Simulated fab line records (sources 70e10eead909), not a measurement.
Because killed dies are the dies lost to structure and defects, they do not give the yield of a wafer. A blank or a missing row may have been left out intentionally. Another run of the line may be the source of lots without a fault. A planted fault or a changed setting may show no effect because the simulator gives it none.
Commonality check across tools + flow nand harc + Sampled: 8 lots, 24 wafers

## THE REASON FOR OPENING IT
At NHARC_END_SORT_01 the reading killed at array is flagged on 2 of 8 lots. Wafers without a fault read 27, standard deviation 10.
Rule: a lot is flagged in two cases, either no wafer of it has a number, or all its wafers with numbers fall more than 4 standard deviations from that mean. As for the other lots, they are considered sound.

| lot  | measured     | on        | killed at array, wafer by wafer | flag    |
|------|--------------|-----------|---------------------------------|---------|
| L226 | day 21 06:29 | prober-02 | 672 673 675                     | FLAGGED |
| L228 | day 21 21:18 | prober-02 | 668 676 675                     | FLAGGED |
| L233 | day 22 18:08 | prober-02 | 26 29 26                        |         |
| L235 | day 23 15:56 | prober-01 | 20 16 21                        |         |
| L240 | day 24 18:47 | prober-02 | 46 46 32                        |         |
| L238 | day 24 19:37 | prober-01 | 17 20 19                        |         |
| L239 | day 25 03:20 | prober-02 | 22 16 25                        |         |
| L241 | day 25 11:56 | prober-02 | 34 27 30                        |         |
On average the flagged lots' numbers are 673, which is +646 against the usual, or +65 standard deviations.

## LOT BY LOT: THE TOOL USED
The record holds 4 process steps before the reading, out of a route of 1159 steps. In each cell: the tool, then ch and the chambers that the sampled wafers went through, then the start.
| lot  | flag    | NHARC_A_STAIRCASE_TRIM_191                    | NHARC_A_STAIRCASE_TRIM_196         | NHARC_A_STAIRCASE_ETCH_201                    | NHARC_A_STAIRCASE_ETCH_203         |
|------|---------|-----------------------------------------------|------------------------------------|-----------------------------------------------|------------------------------------|
| L226 | FLAGGED | rie diel-11 ch 0,1,3, day 12 22:45 or earlier | rie diel-10 ch 0,2,3, day 12 22:45 | rie diel-10 ch 0,1,3, day 12 23:41 or earlier | rie diel-10 ch 1,2, day 12 23:41   |
| L228 | FLAGGED | rie diel-13 ch 0,1,2, day 13 10:16 or earlier | rie diel-10 ch 0,2,3, day 13 10:16 | rie diel-10 ch 0,1,3, day 13 12:43 or earlier | rie diel-10 ch 1,2,3, day 13 12:43 |
| L233 |         | rie diel-13 ch 0,2,3, day 14 19:24 or earlier | rie diel-13 ch 0,2, day 14 19:24   | rie diel-13 ch 0,2,3, day 14 20:26 or earlier | rie diel-13 ch 2,3, day 14 20:26   |
| L235 |         | rie diel-13 ch 0,2,3, day 15 09:37 or earlier | rie diel-13 ch 0,1, day 15 09:37   | rie diel-13 ch 1,2, day 15 12:04 or earlier   | rie diel-13 ch 0,1,2, day 15 12:04 |
| L240 |         | rie diel-13 ch 0,2,3, day 16 21:41 or earlier | rie diel-13 ch 0,1,2, day 16 21:41 | rie diel-13 ch 0,1,3, day 16 23:08 or earlier | rie diel-13 ch 1,2,3, day 16 23:08 |
| L238 |         | rie diel-10 ch 0,1,2, day 16 13:43 or earlier | rie diel-10 ch 1,2, day 16 13:43   | rie diel-10 ch 0,1,2, day 16 15:20 or earlier | rie diel-10 ch 0,1, day 16 15:20   |
| L239 |         | rie diel-13 ch 0,1,3, day 16 21:38 or earlier | rie diel-11 ch 1,2,3, day 16 21:38 | rie diel-11 ch 1,2,3, day 16 22:35 or earlier | rie diel-11 ch 0,2,3, day 16 22:35 |
| L241 |         | rie diel-10 ch 2,3, day 17 09:40 or earlier   | rie diel-10 ch 0,1,3, day 17 09:40 | rie diel-10 ch 1,2,3, day 17 10:35 or earlier | rie diel-10 ch 1,2,3, day 17 10:35 |
What is done by these steps:
- NHARC_A_STAIRCASE_TRIM_191: chemistry O2, time 211.2 s.
- NHARC_A_STAIRCASE_TRIM_196: chemistry O2, time 211.2 s.
- NHARC_A_STAIRCASE_ETCH_201: etches the open film in C4F8/O2, target depth 100 nm, time 40.5 s.
- NHARC_A_STAIRCASE_ETCH_203: etches the open film in C4F8/O2, target depth 100 nm, time 40.5 s.
- NHARC_END_SORT_01

## FLAGGED OVER TOTAL, TOOL BY TOOL (the gauges that took the reading come last)
| step                       | tool        | lots run | flagged | share of the flagged lots | sound lots run after its first flagged lot |
|----------------------------|-------------|----------|---------|---------------------------|--------------------------------------------|
| NHARC_A_STAIRCASE_TRIM_191 | rie diel-10 | 2        | 0       | none                      | -                                          |
| NHARC_A_STAIRCASE_TRIM_191 | rie diel-11 | 1        | 1       | some                      | 0                                          |
| NHARC_A_STAIRCASE_TRIM_191 | rie diel-13 | 5        | 1       | some                      | 4 (L233,L235,L239,L240)                    |
| NHARC_A_STAIRCASE_TRIM_196 | rie diel-10 | 4        | 2       | all                       | 2 (L238,L241)                              |
| NHARC_A_STAIRCASE_TRIM_196 | rie diel-11 | 1        | 0       | none                      | -                                          |
| NHARC_A_STAIRCASE_TRIM_196 | rie diel-13 | 3        | 0       | none                      | -                                          |
| NHARC_A_STAIRCASE_ETCH_201 | rie diel-10 | 4        | 2       | all                       | 2 (L238,L241)                              |
| NHARC_A_STAIRCASE_ETCH_201 | rie diel-11 | 1        | 0       | none                      | -                                          |
| NHARC_A_STAIRCASE_ETCH_201 | rie diel-13 | 3        | 0       | none                      | -                                          |
| NHARC_A_STAIRCASE_ETCH_203 | rie diel-10 | 4        | 2       | all                       | 2 (L238,L241)                              |
| NHARC_A_STAIRCASE_ETCH_203 | rie diel-11 | 1        | 0       | none                      | -                                          |
| NHARC_A_STAIRCASE_ETCH_203 | rie diel-13 | 3        | 0       | none                      | -                                          |
| NHARC_END_SORT_01          | prober-01   | 2        | 0       | none                      | -                                          |
| NHARC_END_SORT_01          | prober-02   | 6        | 2       | all                       | 4 (L233,L240,L239,L241)                    |
NHARC_A_STAIRCASE_TRIM_191: start missing for some lots; hours and lot order therefore follow NHARC_A_STAIRCASE_TRIM_196. NHARC_A_STAIRCASE_ETCH_201: start missing for some lots; hours and lot order therefore follow NHARC_A_STAIRCASE_ETCH_203.

## WHAT IS ALLOWED BY THE TABLE
4 rows of the table ran every flagged lot: rie diel-10 at NHARC_A_STAIRCASE_TRIM_196, rie diel-10 at NHARC_A_STAIRCASE_ETCH_201, rie diel-10 at NHARC_A_STAIRCASE_ETCH_203, prober-02 at NHARC_END_SORT_01.
- rie diel-10 at NHARC_A_STAIRCASE_TRIM_196 ran 4 lots, 2 of them flagged. After the first flagged lot (L238, L241), sound lots still ran on it; a lasting fault on the whole tool would not permit that.
- rie diel-10 at NHARC_A_STAIRCASE_ETCH_201 ran 4 lots, 2 of them flagged. After the first flagged lot (L238, L241), sound lots still ran on it; a lasting fault on the whole tool would not permit that.
- rie diel-10 at NHARC_A_STAIRCASE_ETCH_203 ran 4 lots, 2 of them flagged. After the first flagged lot (L238, L241), sound lots still ran on it; a lasting fault on the whole tool would not permit that. Its own readings (run length s) fall more than 4 standard deviations out on all wafers of the flagged lots.
- prober-02 at NHARC_END_SORT_01 ran 6 lots, 2 of them flagged. After the first flagged lot (L233, L240, L239, L241), sound lots still ran on it; a lasting fault on the whole tool would not permit that.
There is no row in the table that ran each flagged lot and no sound lot after the first.

## WHAT HAD BEEN PUT IN BY THE SIMULATOR
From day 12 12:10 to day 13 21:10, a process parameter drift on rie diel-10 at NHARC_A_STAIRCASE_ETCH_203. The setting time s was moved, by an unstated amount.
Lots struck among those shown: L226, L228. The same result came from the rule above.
